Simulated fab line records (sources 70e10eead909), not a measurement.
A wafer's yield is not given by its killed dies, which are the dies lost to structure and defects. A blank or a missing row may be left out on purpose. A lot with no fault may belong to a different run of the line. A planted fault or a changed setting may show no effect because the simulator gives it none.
Chamber matching | flow nand-harc | NHARC_A_BONDPAD_CMP_29 on cmp-01 has 4 sister chambers
The step polishes SiCN, target thk 200 nm. 8 wafers are shown with their chamber, then 7 later ones without.

## WAFERS WITH THEIR CHAMBER
wafer  | chamber | motor-current-A (A)
L415.2 | 1       | 12.4
L422.1 | 3       | 11.0
L422.6 | 1       | 13.1
L427.1 | 2       | 12.4
L427.4 | 3       | 10.8
L429.1 | 0       | 12.7
L433.1 | 2       | 14.0
L433.5 | 0       | 13.2

## WAFERS WITH NO CHAMBER GIVEN
wafer  | motor-current-A (A)
L433.6 | 13.6
L437.1 | 12.8
L437.3 | 11.0
L437.6 | 12.7
L438.2 | 13.4
L438.5 | 12.5
L438.6 | 12.8

## WHICH CHAMBER EACH WENT THROUGH
wafer  | from the rows above          | in truth
L433.6 | can't be placed: 2 or 0 or 1 | 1
L437.1 | can't be placed: 1 or 0 or 2 | 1
L437.3 | 3                            | 3
L437.6 | can't be placed: 1 or 0 or 2 | 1
L438.2 | can't be placed: 2 or 0 or 1 | 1
L438.5 | can't be placed: 1 or 0 or 2 | 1
L438.6 | can't be placed: 1 or 0 or 2 | 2
Correct placement for 1 of the 7. Can't be placed from these rows: 6 (the true chamber is among the candidates in 6). Wrongly placed: 0.
How it was worked out, from the rows above alone: a wafer's distance from a chamber is the root of the sum, over the readings, of the square of ((its reading less the chamber's mean) divided by the reading's scatter). The wafer belongs to the nearest chamber; if the next one is less than 2 further off, it can't be placed. The mean given for a chamber averages the wafers shown for that chamber. The scatter is the square root of a quotient: the sum, over the shown wafers, of each reading's squared deviation from its chamber's mean, divided by wafers minus chambers.
